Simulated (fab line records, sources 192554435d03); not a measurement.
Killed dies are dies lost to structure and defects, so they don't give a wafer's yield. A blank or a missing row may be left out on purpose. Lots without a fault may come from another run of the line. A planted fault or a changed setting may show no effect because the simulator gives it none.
Which tool did it? | flow n5_finfet | 24 lots, 72 wafers sampled, at 6 steps of a route of 1938

WHAT THE GAUGES READ, wafer by wafer
N5_BEOL_M11_THK_MEAS_53: measures by xrf. Usual: M11_THK 138 nm, standard deviation 3.9.
lot  | measured     | on            | M11_THK (nm) | flag
L074 | day 11 22:58 | film_metro-01 | 133 139 144  |
L075 | day 12 15:52 | film_metro-01 | 138 137 140  |
L078 | day 12 22:19 | film_metro-01 | 141 133 146  |
L076 | day 13 01:31 | film_metro-02 | 135 138 139  |
L077 | day 13 05:54 | film_metro-01 | 139 147 147  |
L079 | day 13 13:56 | film_metro-02 | 134 141 137  |
L083 | day 13 20:29 | film_metro-01 | 128 133 136  |
L082 | day 14 03:03 | film_metro-02 | 137 131 131  |
L080 | day 14 11:25 | film_metro-01 | 140 140 141  |
L081 | day 14 20:56 | film_metro-02 | 135 139 141  |
L084 | day 14 22:38 | film_metro-02 | 141 139 138  |
L085 | day 15 05:58 | film_metro-01 | 132 146 140  |
L088 | day 15 14:08 | film_metro-02 | 137 140 139  |
L087 | day 15 19:25 | film_metro-02 | 138 146 131  |
L089 | day 16 05:17 | film_metro-02 | 138 139 137  |
L086 | day 16 06:01 | film_metro-02 | 140 136 142  |
L091 | day 16 05:50 | film_metro-01 | 141 135 140  |
L093 | day 17 04:08 | film_metro-02 | 138 135 138  |
L092 | day 17 04:35 | film_metro-02 | 138 137 136  |
L090 | day 18 00:13 | film_metro-01 | 132 138 139  |
L094 | day 17 23:57 | film_metro-02 | 138 134 131  |
L096 | day 18 02:50 | film_metro-01 | 142 138 143  |
L097 | day 18 14:19 | film_metro-02 | 132 138 141  |
L095 | day 18 18:11 | film_metro-02 | 137 134 138  |

WHICH TOOL RAN EACH LOT (tool, then ch and the chambers of the sampled wafers, then the start)
lot  | N5_BEOL_M9_SURFACE_TREAT_79  | N5_BEOL_M10_ETCH_41                           | N5_BEOL_M10_STRIP_77                          | N5_BEOL_M11_HM_DEP_02        | N5_BEOL_M11_STRIP_19
L074 | pvd_sputter-01, day 11 06:33 | rie_diel-05 ch 1,2, day 11 17:53 or earlier   | rie_diel-05 ch 1,2, day 11 17:53 or earlier   | pvd_sputter-03, day 11 17:53 | rie_diel-03 ch 1,2, day 11 18:44
L075 | pvd_sputter-02, day 12 01:53 | rie_diel-05 ch 0,1, day 12 10:11 or earlier   | rie_diel-05 ch 0,1, day 12 10:11 or earlier   | pvd_sputter-01, day 12 10:11 | rie_diel-03 ch 0,1,2, day 12 11:14
L078 | pvd_sputter-01, day 12 05:17 | rie_diel-04 ch 1,2, day 12 15:40 or earlier   | rie_diel-04 ch 1,2, day 12 15:40 or earlier   | pvd_sputter-03, day 12 15:40 | rie_diel-02 ch 0,1,3, day 12 16:38
L076 | pvd_sputter-02, day 12 08:35 | rie_diel-05 ch 0,1, day 12 18:58 or earlier   | rie_diel-05 ch 0,1, day 12 18:58 or earlier   | pvd_sputter-03, day 12 18:58 | rie_diel-06 ch 0,1,3, day 12 20:26
L077 | pvd_sputter-01, day 12 12:33 | rie_diel-05 ch 0,1,3, day 12 23:47 or earlier | rie_diel-05 ch 0,1,3, day 12 23:47 or earlier | pvd_sputter-01, day 12 23:47 | rie_diel-02 ch 0,1,2, day 13 01:13
L079 | pvd_sputter-03, day 12 19:40 | rie_diel-04 ch 0,1,2, day 13 07:52 or earlier | rie_diel-04 ch 0,1,2, day 13 07:52 or earlier | pvd_sputter-03, day 13 07:52 | rie_diel-03 ch 0,1,3, day 13 08:52
L083 | pvd_sputter-03, day 13 04:42 | rie_diel-04 ch 0,1,2, day 13 15:46 or earlier | rie_diel-04 ch 0,1,2, day 13 15:46 or earlier | pvd_sputter-02, day 13 15:46 | rie_diel-02 ch 0,1, day 13 16:44
L082 | pvd_sputter-03, day 13 08:28 | rie_diel-01 ch 0,1,2, day 13 18:24 or earlier | rie_diel-01 ch 0,1,2, day 13 18:24 or earlier | pvd_sputter-03, day 13 18:24 | rie_diel-02 ch 0,1,2, day 13 19:14
L080 | pvd_sputter-02, day 13 15:05 | rie_diel-01 ch 0,1,2, day 14 04:56 or earlier | rie_diel-01 ch 0,1,2, day 14 04:56 or earlier | pvd_sputter-01, day 14 04:56 | rie_diel-02 ch 0,1,3, day 14 06:16
L081 | pvd_sputter-01, day 14 01:52 | rie_diel-05 ch 0,1,2, day 14 13:47 or earlier | rie_diel-05 ch 0,1,2, day 14 13:47 or earlier | pvd_sputter-03, day 14 13:47 | rie_diel-06 ch 0,1,2, day 14 14:51
L084 | pvd_sputter-01, day 14 06:18 | rie_diel-05 ch 2,3, day 14 17:04 or earlier   | rie_diel-05 ch 2,3, day 14 17:04 or earlier   | pvd_sputter-03, day 14 17:04 | rie_diel-02 ch 0,1, day 14 18:01
L085 | pvd_sputter-02, day 14 10:12 | rie_diel-05 ch 0,1,3, day 14 22:52 or earlier | rie_diel-05 ch 0,1,3, day 14 22:52 or earlier | pvd_sputter-02, day 14 22:52 | rie_diel-02 ch 0,2,3, day 14 23:50
L088 | pvd_sputter-02, day 14 20:52 | rie_diel-01 ch 0,3, day 15 09:07 or earlier   | rie_diel-01 ch 0,3, day 15 09:07 or earlier   | pvd_sputter-01, day 15 09:07 | rie_diel-03 ch 0,2, day 15 10:05
L087 | pvd_sputter-01, day 15 02:40 | rie_diel-05 ch 0,2,3, day 15 12:58 or earlier | rie_diel-05 ch 0,2,3, day 15 12:58 or earlier | pvd_sputter-01, day 15 12:58 | rie_diel-02 ch 0,1,2, day 15 13:56
L089 | pvd_sputter-01, day 15 07:08 | rie_diel-05 ch 1,2,3, day 15 22:38 or earlier | rie_diel-05 ch 1,2,3, day 15 22:38 or earlier | pvd_sputter-03, day 15 22:38 | rie_diel-03 ch 1,2,3, day 15 23:29
L086 | pvd_sputter-01, day 15 09:59 | rie_diel-04 ch 1,2,3, day 15 22:56 or earlier | rie_diel-04 ch 1,2,3, day 15 22:56 or earlier | pvd_sputter-03, day 15 22:56 | rie_diel-06 ch 1,3, day 15 23:56
L091 | pvd_sputter-01, day 15 12:55 | rie_diel-04 ch 1,2,3, day 15 22:58 or earlier | rie_diel-04 ch 1,2,3, day 15 22:58 or earlier | pvd_sputter-01, day 15 22:58 | rie_diel-06 ch 0,1,3, day 16 00:04
L093 | pvd_sputter-03, day 16 03:27 | rie_diel-05 ch 0,2, day 16 17:08 or earlier   | rie_diel-05 ch 0,2, day 16 17:08 or earlier   | pvd_sputter-03, day 16 17:08 | rie_diel-06 ch 0,2, day 16 18:45
L092 | pvd_sputter-01, day 16 05:29 | rie_diel-04 ch 2,3, day 16 17:19 or earlier   | rie_diel-04 ch 2,3, day 16 17:19 or earlier   | pvd_sputter-02, day 16 17:19 | rie_diel-06 ch 0,2, day 16 19:01
L090 | pvd_sputter-03, day 16 11:58 | rie_diel-04 ch 2,3, day 17 03:47 or earlier   | rie_diel-04 ch 2,3, day 17 03:47 or earlier   | pvd_sputter-01, day 17 03:47 | rie_diel-06 ch 0,1,3, day 17 19:02
L094 | pvd_sputter-01, day 17 01:29 | rie_diel-01 ch 0,3, day 17 16:57 or earlier   | rie_diel-01 ch 0,3, day 17 16:57 or earlier   | pvd_sputter-03, day 17 16:57 | rie_diel-02 ch 0,1,3, day 17 19:05
L096 | pvd_sputter-02, day 17 04:25 | rie_diel-05 ch 0,1,3, day 17 20:50 or earlier | rie_diel-05 ch 0,1,3, day 17 20:50 or earlier | pvd_sputter-03, day 17 20:50 | rie_diel-02 ch 0,1,3, day 17 22:35
L097 | pvd_sputter-03, day 17 17:21 | rie_diel-01 ch 1,2,3, day 18 05:45 or earlier | rie_diel-01 ch 1,2,3, day 18 05:45 or earlier | pvd_sputter-02, day 18 05:45 | rie_diel-03 ch 0,1,2, day 18 06:57
L095 | pvd_sputter-02, day 17 22:24 | rie_diel-04 ch 0,2,3, day 18 12:02 or earlier | rie_diel-04 ch 0,2,3, day 18 12:02 or earlier | pvd_sputter-03, day 18 12:02 | rie_diel-03 ch 1,2,3, day 18 12:53
- N5_BEOL_M9_SURFACE_TREAT_79
- N5_BEOL_M10_ETCH_41: etches SiCN in CH3F/O2, target depth 42.6 nm, time 86 s.
- N5_BEOL_M10_STRIP_77: strips in N2/H2, time 10 s.
- N5_BEOL_M11_HM_DEP_02: deposits TiN, target thk 20 nm.
- N5_BEOL_M11_STRIP_19: strips in O2.

WHAT THE TOOLS THEMSELVES READ (means of the sampled wafers that have a number; where no wafer has one, the mark that the record gives instead)
N5_BEOL_M10_ETCH_41. Usual: drypump_motor_current_A 5.6 A, standard deviation 0.39; oes_product_au 0.80 a.u., standard deviation 0.096; rf_fwd_power_W 391.7 W, standard deviation 1.5; rf_vpp_V 297.3 V, standard deviation 1.8; showerhead_plenum_p_Torr 2.01 Torr, standard deviation 0.089; throttle_valve_pct 16.36 %, standard deviation 0.27.
lot  | tool        | drypump_motor_current_A (A) | oes_product_au (a.u.) | rf_fwd_power_W (W) | rf_vpp_V (V) | showerhead_plenum_p_Torr (Torr) | throttle_valve_pct (%) | flag
L074 | rie_diel-05 | 5.5                         | 0.71                  | 392.0              | 298.1        | 2.04                            | 16.59                  |
L075 | rie_diel-05 | 5.8                         | 0.74                  | 390.5              | 296.0        | 1.95                            | 16.51                  |
L078 | rie_diel-04 | 5.8                         | 0.80                  | 390.2              | 296.7        | 2.00                            | 16.62                  |
L076 | rie_diel-05 | 5.4                         | 0.72                  | 392.6              | 296.4        | 1.92                            | 16.39                  |
L077 | rie_diel-05 | 5.6                         | 0.81                  | 390.7              | 297.3        | 2.01                            | 16.28                  |
L079 | rie_diel-04 | 5.8                         | 0.76                  | 392.9              | 297.3        | 1.98                            | 16.43                  |
L083 | rie_diel-04 | 5.8                         | 0.76                  | 391.0              | 296.4        | 1.98                            | 16.44                  |
L082 | rie_diel-01 | 5.7                         | 0.78                  | 392.4              | 297.3        | 2.05                            | 16.34                  |
L080 | rie_diel-01 | 5.7                         | 0.78                  | 391.8              | 297.7        | 2.04                            | 16.35                  |
L081 | rie_diel-05 | 5.6                         | 0.79                  | 392.0              | 296.9        | 1.98                            | 16.37                  |
L084 | rie_diel-05 | 5.4                         | 0.93                  | 392.7              | 298.6        | 2.09                            | 16.11                  |
L085 | rie_diel-05 | 5.6                         | 0.79                  | 391.3              | 298.0        | 2.01                            | 16.29                  |
L088 | rie_diel-01 | 5.8                         | 0.83                  | 391.1              | 296.1        | 2.00                            | 16.28                  |
L087 | rie_diel-05 | 5.3                         | 0.84                  | 393.9              | 297.3        | 2.03                            | 16.16                  |
L089 | rie_diel-05 | 5.6                         | 0.85                  | 390.9              | 298.4        | 2.06                            | 16.28                  |
L086 | rie_diel-04 | 5.8                         | 0.75                  | 391.9              | 296.5        | 1.95                            | 16.60                  |
L091 | rie_diel-04 | 5.7                         | 0.74                  | 392.3              | 296.0        | 1.95                            | 16.61                  |
L093 | rie_diel-05 | 5.2                         | 0.91                  | 392.8              | 298.9        | 2.08                            | 16.12                  |
L092 | rie_diel-04 | 5.6                         | 0.78                  | 391.9              | 298.0        | 1.99                            | 16.61                  |
L090 | rie_diel-04 | 5.6                         | 0.78                  | 390.6              | 296.9        | 1.98                            | 16.60                  |
L094 | rie_diel-01 | 5.8                         | 0.82                  | 392.2              | 297.5        | 1.99                            | 16.31                  |
L096 | rie_diel-05 | 5.6                         | 0.85                  | 391.5              | 299.5        | 2.08                            | 16.18                  |
L097 | rie_diel-01 | 5.3                         | 0.79                  | 390.9              | 297.8        | 1.98                            | 16.34                  |
L095 | rie_diel-04 | 5.6                         | 0.74                  | 391.8              | 297.2        | 1.97                            | 16.42                  |

N5_BEOL_M10_STRIP_77. Usual: bias_power_w 7.003 W, standard deviation 0.022; drypump_motor_current_A 5.6 A, standard deviation 0.39; n2_flow_sccm 200.0 sccm, standard deviation 0.56; oes_product_au 0.80 a.u., standard deviation 0.1; rf_vpp_V 59.3 V, standard deviation 0.96; showerhead_plenum_p_Torr 2.52 Torr, standard deviation 0.098; throttle_valve_pct 23.5 %, standard deviation 0.4.
lot  | tool        | bias_power_w (W) | drypump_motor_current_A (A) | n2_flow_sccm (sccm) | oes_product_au (a.u.) | rf_vpp_V (V) | showerhead_plenum_p_Torr (Torr) | throttle_valve_pct (%) | flag
L074 | rie_diel-05 | 6.996            | 5.6                         | 199.5               | 0.71                  | 59.7         | 2.54                            | 23.4                   |
L075 | rie_diel-05 | 7.015            | 5.8                         | 199.7               | 0.74                  | 59.3         | 2.47                            | 23.9                   |
L078 | rie_diel-04 | 7.012            | 5.8                         | 200.4               | 0.80                  | 58.8         | 2.52                            | 23.7                   |
L076 | rie_diel-05 | 6.994            | 5.5                         | 199.4               | 0.72                  | 59.2         | 2.44                            | 23.8                   |
L077 | rie_diel-05 | 7.011            | 5.6                         | 199.9               | 0.82                  | 59.6         | 2.53                            | 23.5                   |
L079 | rie_diel-04 | 6.996            | 5.8                         | 200.2               | 0.77                  | 58.8         | 2.51                            | 23.6                   |
L083 | rie_diel-04 | 6.996            | 5.8                         | 199.9               | 0.77                  | 58.9         | 2.51                            | 23.6                   |
L082 | rie_diel-01 | 7.011            | 5.7                         | 199.8               | 0.79                  | 59.4         | 2.59                            | 23.7                   |
L080 | rie_diel-01 | 6.987            | 5.7                         | 200.1               | 0.78                  | 59.3         | 2.59                            | 23.7                   |
L081 | rie_diel-05 | 7.009            | 5.5                         | 199.8               | 0.80                  | 59.6         | 2.48                            | 23.6                   |
L084 | rie_diel-05 | 7.024            | 5.3                         | 200.5               | 0.93                  | 60.1         | 2.59                            | 22.9                   |
L085 | rie_diel-05 | 7.013            | 5.6                         | 200.3               | 0.79                  | 59.6         | 2.52                            | 23.5                   |
L088 | rie_diel-01 | 7.004            | 5.9                         | 199.8               | 0.83                  | 58.9         | 2.51                            | 23.4                   |
L087 | rie_diel-05 | 7.017            | 5.3                         | 200.3               | 0.85                  | 59.4         | 2.54                            | 23.2                   |
L089 | rie_diel-05 | 6.999            | 5.6                         | 200.2               | 0.85                  | 59.7         | 2.57                            | 23.2                   |
L086 | rie_diel-04 | 7.004            | 5.7                         | 200.4               | 0.74                  | 58.9         | 2.45                            | 23.7                   |
L091 | rie_diel-04 | 6.988            | 5.7                         | 199.8               | 0.74                  | 59.7         | 2.45                            | 23.7                   |
L093 | rie_diel-05 | 7.003            | 5.2                         | 200.2               | 0.91                  | 59.6         | 2.61                            | 23.2                   |
L092 | rie_diel-04 | 7.038            | 5.6                         | 200.1               | 0.77                  | 58.9         | 2.50                            | 23.6                   |
L090 | rie_diel-04 | 7.007            | 5.6                         | 199.8               | 0.77                  | 59.4         | 2.50                            | 23.6                   |
L094 | rie_diel-01 | 6.998            | 5.9                         | 199.8               | 0.82                  | 59.1         | 2.50                            | 23.4                   |
L096 | rie_diel-05 | 7.002            | 5.6                         | 200.1               | 0.85                  | 60.4         | 2.62                            | 23.4                   |
L097 | rie_diel-01 | 7.004            | 5.3                         | 200.7               | 0.79                  | 59.1         | 2.51                            | 23.7                   |
L095 | rie_diel-04 | 6.986            | 5.6                         | 200.3               | 0.74                  | 58.8         | 2.49                            | 23.6                   |

N5_BEOL_M11_HM_DEP_02. Usual: throttle_valve_pct 29.7 %, standard deviation 0.93.
lot  | tool           | throttle_valve_pct (%) | flag
L074 | pvd_sputter-03 | 29.2                   |
L075 | pvd_sputter-01 | 29.3                   |
L078 | pvd_sputter-03 | 29.5                   |
L076 | pvd_sputter-03 | 30.0                   |
L077 | pvd_sputter-01 | 29.3                   |
L079 | pvd_sputter-03 | 29.2                   |
L083 | pvd_sputter-02 | 29.4                   |
L082 | pvd_sputter-03 | 30.0                   |
L080 | pvd_sputter-01 | 29.3                   |
L081 | pvd_sputter-03 | 29.7                   |
L084 | pvd_sputter-03 | 30.4                   |
L085 | pvd_sputter-02 | 29.4                   |
L088 | pvd_sputter-01 | 29.6                   |
L087 | pvd_sputter-01 | 30.1                   |
L089 | pvd_sputter-03 | 29.1                   |
L086 | pvd_sputter-03 | 29.7                   |
L091 | pvd_sputter-01 | 29.9                   |
L093 | pvd_sputter-03 | 30.7                   |
L092 | pvd_sputter-02 | 29.4                   |
L090 | pvd_sputter-01 | 30.2                   |
L094 | pvd_sputter-03 | 28.8                   |
L096 | pvd_sputter-03 | 29.1                   |
L097 | pvd_sputter-02 | 30.1                   |
L095 | pvd_sputter-03 | 30.5                   |

N5_BEOL_M11_STRIP_19. Usual: drypump_motor_current_A 5.6 A, standard deviation 0.35; oes_product_au 0.77 a.u., standard deviation 0.065; rf_vpp_V 3.7 V, standard deviation 0.59; showerhead_plenum_p_Torr 2.09 Torr, standard deviation 0.076; throttle_valve_pct 16.72 %, standard deviation 0.18.
lot  | tool        | drypump_motor_current_A (A) | oes_product_au (a.u.) | rf_vpp_V (V) | showerhead_plenum_p_Torr (Torr) | throttle_valve_pct (%) | flag
L074 | rie_diel-03 | 6.1                         | 0.73                  | 3.9          | 2.14                            | 16.93                  |
L075 | rie_diel-03 | 6.0                         | 0.75                  | 3.9          | 2.14                            | 16.83                  |
L078 | rie_diel-02 | 5.5                         | 0.77                  | 3.5          | 2.06                            | 16.59                  |
L076 | rie_diel-06 | 5.6                         | 0.79                  | 4.0          | 2.08                            | 16.67                  |
L077 | rie_diel-02 | 5.5                         | 0.77                  | 3.4          | 2.10                            | 16.61                  |
L079 | rie_diel-03 | 5.8                         | 0.76                  | 3.3          | 2.14                            | 16.85                  |
L083 | rie_diel-02 | 5.4                         | 0.81                  | 4.2          | 2.14                            | 16.49                  |
L082 | rie_diel-02 | 5.5                         | 0.76                  | 3.6          | 2.10                            | 16.62                  |
L080 | rie_diel-02 | 5.5                         | 0.77                  | 3.6          | 2.05                            | 16.62                  |
L081 | rie_diel-06 | 5.6                         | 0.81                  | 4.5          | 2.04                            | 16.69                  |
L084 | rie_diel-02 | 5.4                         | 0.80                  | 3.4          | 2.13                            | 16.51                  |
L085 | rie_diel-02 | 5.6                         | 0.72                  | 3.5          | 2.01                            | 16.75                  |
L088 | rie_diel-03 | 5.6                         | 0.87                  | 3.8          | 2.16                            | 16.56                  |
L087 | rie_diel-02 | 5.5                         | 0.76                  | 3.4          | 2.09                            | 16.65                  |
L089 | rie_diel-03 | 5.6                         | 0.77                  | 3.9          | 2.14                            | 16.83                  |
L086 | rie_diel-06 | 5.5                         | 0.76                  | 3.7          | 2.08                            | 16.77                  |
L091 | rie_diel-06 | 5.6                         | 0.77                  | 3.7          | 2.07                            | 16.71                  |
L093 | rie_diel-06 | 5.7                         | 0.79                  | 3.3          | 1.99                            | 16.78                  |
L092 | rie_diel-06 | 5.6                         | 0.81                  | 3.9          | 2.03                            | 16.66                  |
L090 | rie_diel-06 | 5.6                         | 0.85                  | 3.4          | 2.06                            | 16.60                  |
L094 | rie_diel-02 | 5.5                         | 0.82                  | 4.1          | 2.13                            | 16.51                  |
L096 | rie_diel-02 | 5.5                         | 0.82                  | 3.8          | 2.13                            | 16.51                  |
L097 | rie_diel-03 | 6.0                         | 0.80                  | 3.5          | 2.13                            | 16.72                  |
L095 | rie_diel-03 | 5.6                         | 0.76                  | 3.2          | 2.14                            | 16.85                  |

THE ANSWER, worked out from the rows above alone
Rule: a lot is off if the mean of its wafers that have a number lies more than 3 standard deviations from the usual mean. A lot without any number at a reading at which 4 lots or more have one is off too. The other lots that the step has rows for count as sound. The gauges are gone through in route order, then the tools' own readings, and for those a lot's mean is taken as printed above. The first step at which some lot is off is used, and at that step the reading that is off furthest; a lot without a number counts as furthest.
No lot is off at any reading shown: from this, nothing can be told.

WHAT THE SIMULATOR HAD PUT IN
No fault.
